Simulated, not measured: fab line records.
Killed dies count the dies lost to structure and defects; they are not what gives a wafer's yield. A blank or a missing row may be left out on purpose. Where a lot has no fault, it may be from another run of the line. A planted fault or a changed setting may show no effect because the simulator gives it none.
What tool caused it? | flow nand harc | 24 lots, 72 wafers sampled, at 6 steps of a route of 1159

== WHAT THE GAUGES READ, wafer by wafer ==
No reading from a measuring or inspecting step in the record can be judged against a usual standard deviation.

== TOOL THAT RAN EACH LOT (tool first, then ch and the chambers of the sampled wafers, then the start) ==
lot  | NHARC_A_STAIRCASE_HM_OPEN_460                 | NHARC_A_STAIRCASE_ETCH_294                    | NHARC_A_STAIRCASE_HM_DEP_462  | NHARC_A_SLIT_DEP_23             | NHARC_A_WL_FILL_RTA_01           | NHARC_A_WL_FILL_ETCHBACK_04
L074 | rie diel-06 ch 1,2,3, day 11 16:02 or earlier | rie diel-06 ch 0,2,3, day 11 16:02 or earlier | acl dep-03 ch 0, day 11 16:02 | pecvd-03 ch 0,1,2, day 14 01:11 | rtp anneal-01 ch 0, day 14 13:17 | rie metal-03 ch 0,1, day 14 17:13
L076 | rie diel-10 ch 0,1,3, day 12 09:40 or earlier | rie diel-10 ch 0,1,3, day 12 09:40 or earlier | acl dep-03 ch 0, day 12 09:40 | pecvd-03 ch 0,1,2, day 14 21:26 | rtp anneal-01 ch 0, day 15 09:54 | rie metal-02 ch 0,1, day 15 22:02
L077 | rie diel-06 ch 1,2,3, day 12 11:04 or earlier | rie diel-06 ch 1,2,3, day 12 11:04 or earlier | acl dep-02 ch 0, day 12 11:04 | pecvd-02 ch 0,1,2, day 14 20:49 | rtp anneal-02 ch 0, day 15 09:41 | rie metal-01 ch 0,1, day 15 19:07
L075 | rie diel-10 ch 0,1, day 12 12:52 or earlier   | rie diel-10 ch 0,1, day 12 12:52 or earlier   | acl dep-03 ch 0, day 12 12:52 | pecvd-03 ch 1,2, day 14 22:37   | rtp anneal-02 ch 0, day 15 12:17 | rie metal-01 ch 0,1, day 15 22:46
L078 | rie diel-02 ch 0,1,2, day 12 15:40 or earlier | rie diel-02 ch 1,2, day 12 15:40 or earlier   | acl dep-03 ch 0, day 12 15:40 | pecvd-03 ch 0,1,2, day 15 08:14 | rtp anneal-02 ch 0, day 15 18:37 | rie metal-02 ch 0,1, day 16 03:40
L079 | rie diel-06 ch 0,2, day 12 19:05 or earlier   | rie diel-06 ch 1,3, day 12 19:05 or earlier   | acl dep-02 ch 0, day 12 19:05 | pecvd-03 ch 0,1,2, day 15 05:59 | rtp anneal-02 ch 0, day 15 18:20 | rie metal-03 ch 0,1, day 16 00:47
L081 | rie diel-10 ch 0,2,3, day 12 20:55 or earlier | rie diel-10 ch 1,2,3, day 12 20:55 or earlier | acl dep-02 ch 0, day 12 20:55 | pecvd-01 ch 0,1, day 15 06:28   | rtp anneal-01 ch 0, day 15 18:30 | rie metal-02 ch 0,1, day 16 01:37
L080 | rie diel-10 ch 2,3, day 13 03:17 or earlier   | rie diel-10 ch 2,3, day 13 03:17 or earlier   | acl dep-02 ch 0, day 13 03:17 | pecvd-02 ch 0,1,2, day 16 01:31 | rtp anneal-01 ch 0, day 16 16:12 | rie metal-03 ch 0,1, day 17 08:13
L082 | rie diel-02 ch 0,2,3, day 14 00:40 or earlier | rie diel-02 ch 1,2, day 14 00:40 or earlier   | acl dep-01 ch 0, day 14 00:40 | pecvd-02 ch 0,1,2, day 16 12:01 | rtp anneal-01 ch 0, day 17 00:26 | rie metal-02 ch 0,1, day 18 00:15
L084 | rie diel-10 ch 1,2,3, day 14 02:55 or earlier | rie diel-10 ch 0,1,3, day 14 02:55 or earlier | acl dep-03 ch 0, day 14 02:55 | pecvd-01 ch 0,1, day 16 17:35   | rtp anneal-01 ch 0, day 17 06:45 | rie metal-03 ch 0,1, day 18 04:04
L083 | rie diel-06 ch 0,1, day 14 08:23 or earlier   | rie diel-06 ch 1,2, day 14 08:23 or earlier   | acl dep-02 ch 0, day 14 08:23 | pecvd-02 ch 0,1,2, day 16 23:58 | rtp anneal-01 ch 0, day 17 12:19 | rie metal-02 ch 0,1, day 18 05:16
L085 | rie diel-02 ch 0,2,3, day 14 13:16 or earlier | rie diel-02 ch 0,2,3, day 14 13:16 or earlier | acl dep-01 ch 0, day 14 13:16 | pecvd-03 ch 0,2, day 16 23:57   | rtp anneal-02 ch 0, day 17 12:25 | rie metal-01 ch 0,1, day 18 06:52
L090 | rie diel-10 ch 0,2,3, day 15 02:35 or earlier | rie diel-10 ch 1,3, day 15 02:35 or earlier   | acl dep-01 ch 0, day 15 02:35 | pecvd-02 ch 0,2, day 17 14:34   | rtp anneal-01 ch 0, day 18 02:32 | rie metal-01 ch 0,1, day 18 14:02
L087 | rie diel-06 ch 0,2,3, day 15 03:43 or earlier | rie diel-06 ch 0,3, day 15 03:43 or earlier   | acl dep-02 ch 0, day 15 03:43 | pecvd-03 ch 0,1, day 17 14:10   | rtp anneal-01 ch 0, day 18 02:22 | rie metal-01 ch 0,1, day 18 10:52
L089 | rie diel-10 ch 0,1,3, day 15 06:26 or earlier | rie diel-10 ch 0,1, day 15 06:26 or earlier   | acl dep-02 ch 0, day 15 06:26 | pecvd-02 ch 0,1,2, day 17 14:12 | rtp anneal-02 ch 0, day 18 02:26 | rie metal-02 ch 0,1, day 18 10:44
L088 | rie diel-10 ch 0,3, day 15 06:29 or earlier   | rie diel-10 ch 0,1, day 15 06:29 or earlier   | acl dep-01 ch 0, day 15 06:29 | pecvd-02 ch 0,2, day 17 23:04   | rtp anneal-02 ch 0, day 18 13:31 | rie metal-03 ch 0,1, day 18 20:35
L086 | rie diel-02 ch 0,1, day 15 07:52 or earlier   | rie diel-02 ch 0,1, day 15 07:52 or earlier   | acl dep-03 ch 0, day 15 07:52 | pecvd-01 ch 1,2, day 17 23:15   | rtp anneal-02 ch 0, day 18 13:11 | rie metal-02 ch 0,1, day 18 17:45
L091 | rie diel-10 ch 0,1,3, day 15 15:53 or earlier | rie diel-10 ch 0,2,3, day 15 15:53 or earlier | acl dep-01 ch 0, day 15 15:53 | pecvd-02 ch 1,2, day 17 23:17   | rtp anneal-02 ch 0, day 18 13:21 | rie metal-01 ch 0,1, day 18 19:19
L092 | rie diel-06 ch 0,1,3, day 16 01:26 or earlier | rie diel-06 ch 1,3, day 16 01:26 or earlier   | acl dep-01 ch 0, day 16 01:26 | pecvd-03 ch 0,1,2, day 18 19:46 | rtp anneal-02 ch 0, day 19 08:04 | rie metal-03 ch 0,1, day 19 14:02
L093 | rie diel-06 ch 0,1,2, day 16 08:43 or earlier | rie diel-06 ch 0,1,3, day 16 08:43 or earlier | acl dep-01 ch 0, day 16 08:43 | pecvd-02 ch 0,2, day 19 06:55   | rtp anneal-02 ch 0, day 19 19:17 | rie metal-01 ch 0,1, day 20 00:59
L094 | rie diel-10 ch 0,1, day 16 18:31 or earlier   | rie diel-10 ch 0,2, day 16 18:31 or earlier   | acl dep-03 ch 0, day 16 18:31 | pecvd-01 ch 1,2, day 19 14:03   | rtp anneal-01 ch 0, day 20 01:34 | rie metal-03 ch 0,1, day 20 08:17
L096 | rie diel-06 ch 0,1,3, day 16 19:10 or earlier | rie diel-06 ch 1,3, day 16 19:10 or earlier   | acl dep-01 ch 0, day 16 19:10 | pecvd-03 ch 0,1,2, day 19 13:12 | rtp anneal-02 ch 0, day 20 01:15 | rie metal-01 ch 0,1, day 20 05:12
L095 | rie diel-10 ch 1,2, day 17 00:20 or earlier   | rie diel-10 ch 1,2, day 17 00:20 or earlier   | acl dep-02 ch 0, day 17 00:20 | pecvd-01 ch 0,1, day 19 14:23   | rtp anneal-02 ch 0, day 20 01:29 | rie metal-01 ch 0,1, day 20 05:29
L097 | rie diel-02 ch 0,1,2, day 17 15:57 or earlier | rie diel-02 ch 0,1,2, day 17 15:57 or earlier | acl dep-01 ch 0, day 17 15:57 | pecvd-01 ch 0,1, day 20 09:13   | rtp anneal-02 ch 0, day 20 21:24 | rie metal-03 ch 0,1, day 21 04:03
- NHARC_A_STAIRCASE_HM_OPEN_460: chemistry O2/COS.
- NHARC_A_STAIRCASE_ETCH_294: etches the open film in C4F8/O2/Ar, target depth 4992 nm, time 1212.4 s.
- NHARC_A_STAIRCASE_HM_DEP_462: deposits aC, target thk 800 nm.
- NHARC_A_SLIT_DEP_23: deposits SiON, target thk 100 nm.
- NHARC_A_WL_FILL_RTA_01: time 5 s.
- NHARC_A_WL_FILL_ETCHBACK_04: etches the open film in NF3, target depth 60 nm, time 120 s.

== AS READ BY THE TOOLS THEMSELVES (means over the sampled wafers that have a number; for cases with no such wafer, the mark the record gives instead) ==
NHARC_A_STAIRCASE_HM_OPEN_460.
lot  | tool        | drypump motor current A (A) | oes product au (a.u.) | rf vpp V (V) | showerhead plenum p Torr (Torr) | throttle valve pct (%)
L074 | rie diel-06 | 5.8                         | 1.005                 | 470          | 3.28                            | 28.329
L076 | rie diel-10 | 5.9                         | 1.000                 | 468          | 3.18                            | 28.330
L077 | rie diel-06 | 5.8                         | 1.014                 | 470          | 3.27                            | 28.337
L075 | rie diel-10 | 5.9                         | 1.003                 | 472          | 3.33                            | 28.332
L078 | rie diel-02 | 5.6                         | 0.989                 | 465          | 3.03                            | 28.327
L079 | rie diel-06 | 5.8                         | 0.993                 | 468          | 3.15                            | 28.340
L081 | rie diel-10 | 6.2                         | 1.009                 | 469          | 3.13                            | 28.330
L080 | rie diel-10 | 6.3                         | 1.004                 | 466          | 3.11                            | 28.317
L082 | rie diel-02 | 5.9                         | 0.988                 | 466          | 3.07                            | 28.329
L084 | rie diel-10 | 6.0                         | 0.994                 | 468          | 3.15                            | 28.331
L083 | rie diel-06 | 6.3                         | 0.990                 | 468          | 3.17                            | 28.328
L085 | rie diel-02 | 5.9                         | 0.998                 | 466          | 3.06                            | 28.335
L090 | rie diel-10 | 6.2                         | 0.993                 | 467          | 3.12                            | 28.328
L087 | rie diel-06 | 6.0                         | 1.006                 | 468          | 3.16                            | 28.330
L089 | rie diel-10 | 5.9                         | 1.012                 | 468          | 3.16                            | 28.338
L088 | rie diel-10 | 6.1                         | 0.997                 | 468          | 3.14                            | 28.329
L086 | rie diel-02 | 5.6                         | 1.012                 | 465          | 3.01                            | 28.323
L091 | rie diel-10 | 6.0                         | 1.003                 | 468          | 3.16                            | 28.323
L092 | rie diel-06 | 6.2                         | 1.009                 | 470          | 3.22                            | 28.337
L093 | rie diel-06 | 5.9                         | 0.997                 | 469          | 3.19                            | 28.327
L094 | rie diel-10 | 6.0                         | 1.005                 | 471          | 3.29                            | 28.328
L096 | rie diel-06 | 6.2                         | 1.004                 | 469          | 3.22                            | 28.324
L095 | rie diel-10 | 5.9                         | 1.007                 | 471          | 3.29                            | 28.336
L097 | rie diel-02 | 5.6                         | 0.998                 | 465          | 3.01                            | 28.326

NHARC_A_STAIRCASE_ETCH_294.
lot  | tool        | oes product au (a.u.) | rf vpp V (V)
L074 | rie diel-06 | 0.932                 | 1832
L076 | rie diel-10 | 0.925                 | 1831
L077 | rie diel-06 | 0.954                 | 1840
L075 | rie diel-10 | 0.933                 | 1842
L078 | rie diel-02 | 0.937                 | 1822
L079 | rie diel-06 | 0.938                 | 1844
L081 | rie diel-10 | 0.947                 | 1830
L080 | rie diel-10 | 0.923                 | 1816
L082 | rie diel-02 | 0.930                 | 1821
L084 | rie diel-10 | 0.924                 | 1831
L083 | rie diel-06 | 0.949                 | 1841
L085 | rie diel-02 | 0.925                 | 1822
L090 | rie diel-10 | 0.928                 | 1819
L087 | rie diel-06 | 0.934                 | 1828
L089 | rie diel-10 | 0.936                 | 1842
L088 | rie diel-10 | 0.930                 | 1841
L086 | rie diel-02 | 0.930                 | 1816
L091 | rie diel-10 | 0.930                 | 1826
L092 | rie diel-06 | 0.959                 | 1843
L093 | rie diel-06 | 0.938                 | 1835
L094 | rie diel-10 | 0.939                 | 1835
L096 | rie diel-06 | 0.937                 | 1840
L095 | rie diel-10 | 0.933                 | 1837
L097 | rie diel-02 | 0.931                 | 1817

NHARC_A_STAIRCASE_HM_DEP_462.
lot  | tool       | throttle valve pct (%)
L074 | acl dep-03 | 34.999
L076 | acl dep-03 | 35.005
L077 | acl dep-02 | 35.009
L075 | acl dep-03 | 34.996
L078 | acl dep-03 | 35.010
L079 | acl dep-02 | 34.998
L081 | acl dep-02 | 34.998
L080 | acl dep-02 | 35.001
L082 | acl dep-01 | 35.003
L084 | acl dep-03 | 34.995
L083 | acl dep-02 | 35.003
L085 | acl dep-01 | 34.995
L090 | acl dep-01 | 34.996
L087 | acl dep-02 | 35.008
L089 | acl dep-02 | 35.007
L088 | acl dep-01 | 35.000
L086 | acl dep-03 | 34.994
L091 | acl dep-01 | 35.000
L092 | acl dep-01 | 34.996
L093 | acl dep-01 | 35.002
L094 | acl dep-03 | 35.006
L096 | acl dep-01 | 35.005
L095 | acl dep-02 | 35.008
L097 | acl dep-01 | 34.996

NHARC_A_SLIT_DEP_23.
lot  | tool     | heater power w (W)
L074 | pecvd-03 | 687
L076 | pecvd-03 | 768
L077 | pecvd-02 | 667
L075 | pecvd-03 | 743
L078 | pecvd-03 | 683
L079 | pecvd-03 | 756
L081 | pecvd-01 | 705
L080 | pecvd-02 | 632
L082 | pecvd-02 | 675
L084 | pecvd-01 | 735
L083 | pecvd-02 | 716
L085 | pecvd-03 | 774
L090 | pecvd-02 | 642
L087 | pecvd-03 | 735
L089 | pecvd-02 | 675
L088 | pecvd-02 | 707
L086 | pecvd-01 | 737
L091 | pecvd-02 | 684
L092 | pecvd-03 | 707
L093 | pecvd-02 | 635
L094 | pecvd-01 | 715
L096 | pecvd-03 | 756
L095 | pecvd-01 | 726
L097 | pecvd-01 | 677

NHARC_A_WL_FILL_RTA_01.
lot  | tool          | lamp power pct (%) | lamp_zone_3_pct (%) | wafer_temp_C_max
L074 | rtp anneal-01 | 28                 | 28                  | 1002.6
L076 | rtp anneal-01 | 28                 | 28                  | 1003.3
L077 | rtp anneal-02 | 35                 | 35                  | 1007.9
L075 | rtp anneal-02 | 35                 | 35                  | 1007.6
L078 | rtp anneal-02 | 35                 | 35                  | 1006.2
L079 | rtp anneal-02 | 35                 | 35                  | 1007.0
L081 | rtp anneal-01 | 28                 | 28                  | 1002.1
L080 | rtp anneal-01 | 28                 | 28                  | 1002.1
L082 | rtp anneal-01 | 28                 | 28                  | 1003.4
L084 | rtp anneal-01 | 28                 | 28                  | 1002.5
L083 | rtp anneal-01 | 28                 | 28                  | 1003.1
L085 | rtp anneal-02 | 35                 | 35                  | 1007.6
L090 | rtp anneal-01 | 28                 | 28                  | 1003.1
L087 | rtp anneal-01 | 28                 | 28                  | 1002.5
L089 | rtp anneal-02 | 35                 | 35                  | 1009.3
L088 | rtp anneal-02 | 35                 | 35                  | 1007.2
L086 | rtp anneal-02 | 35                 | 35                  | 1006.6
L091 | rtp anneal-02 | 35                 | 35                  | 1008.1
L092 | rtp anneal-02 | 35                 | 35                  | 1009.0
L093 | rtp anneal-02 | 35                 | 35                  | 1007.6
L094 | rtp anneal-01 | 28                 | 28                  | 1001.9
L096 | rtp anneal-02 | 35                 | 35                  | 1008.1
L095 | rtp anneal-02 | 35                 | 35                  | 1007.1
L097 | rtp anneal-02 | 35                 | 35                  | 1007.5

NHARC_A_WL_FILL_ETCHBACK_04.
lot  | tool         | drypump motor current A (A) | oes product au (a.u.)
L074 | rie metal-03 | 5.6                         | 1.004
L076 | rie metal-02 | 5.4                         | 0.995
L077 | rie metal-01 | 6.0                         | 0.999
L075 | rie metal-01 | 5.9                         | 1.004
L078 | rie metal-02 | 5.4                         | 1.003
L079 | rie metal-03 | 5.8                         | 1.012
L081 | rie metal-02 | 5.4                         | 0.999
L080 | rie metal-03 | 5.6                         | 1.004
L082 | rie metal-02 | 5.4                         | 1.000
L084 | rie metal-03 | 5.8                         | 1.011
L083 | rie metal-02 | 5.4                         | 1.002
L085 | rie metal-01 | 6.0                         | 1.003
L090 | rie metal-01 | 6.0                         | 1.005
L087 | rie metal-01 | 5.9                         | 1.014
L089 | rie metal-02 | 5.4                         | 1.009
L088 | rie metal-03 | 5.8                         | 1.002
L086 | rie metal-02 | 5.2                         | 1.002
L091 | rie metal-01 | 5.8                         | 1.000
L092 | rie metal-03 | 5.8                         | 1.002
L093 | rie metal-01 | 6.0                         | 1.003
L094 | rie metal-03 | 5.7                         | 0.998
L096 | rie metal-01 | 6.0                         | 0.997
L095 | rie metal-01 | 6.0                         | 1.001
L097 | rie metal-03 | 5.8                         | 0.993

== THE ANSWER, worked out from the rows above alone ==
Rule: what is usual is taken from the lots themselves. Put in order of their means at a reading, lots are off if they are a third of the lots or fewer, leave a main group of 4 or more, and stand apart from it by a gap of 3 or more times the standard deviation of the main group's means; of several such gaps the widest counts. A main group is skipped when, at the precision printed for the reading in the tables above, its means are all equal. A lot without any number at a reading at which 4 lots or more have one is off too. Where the step has rows for the other lots, those lots are counted as sound. The gauges are gone through in route order, then the tools' own readings, and for those a lot's mean is taken as printed above. At the first step where some lot is off, the reading lying furthest off is the one used; lots without a number count as furthest.
No lot is off at any reading shown: from this, nothing can be told.

== WHAT THE SIMULATOR HAD INSERTED ==
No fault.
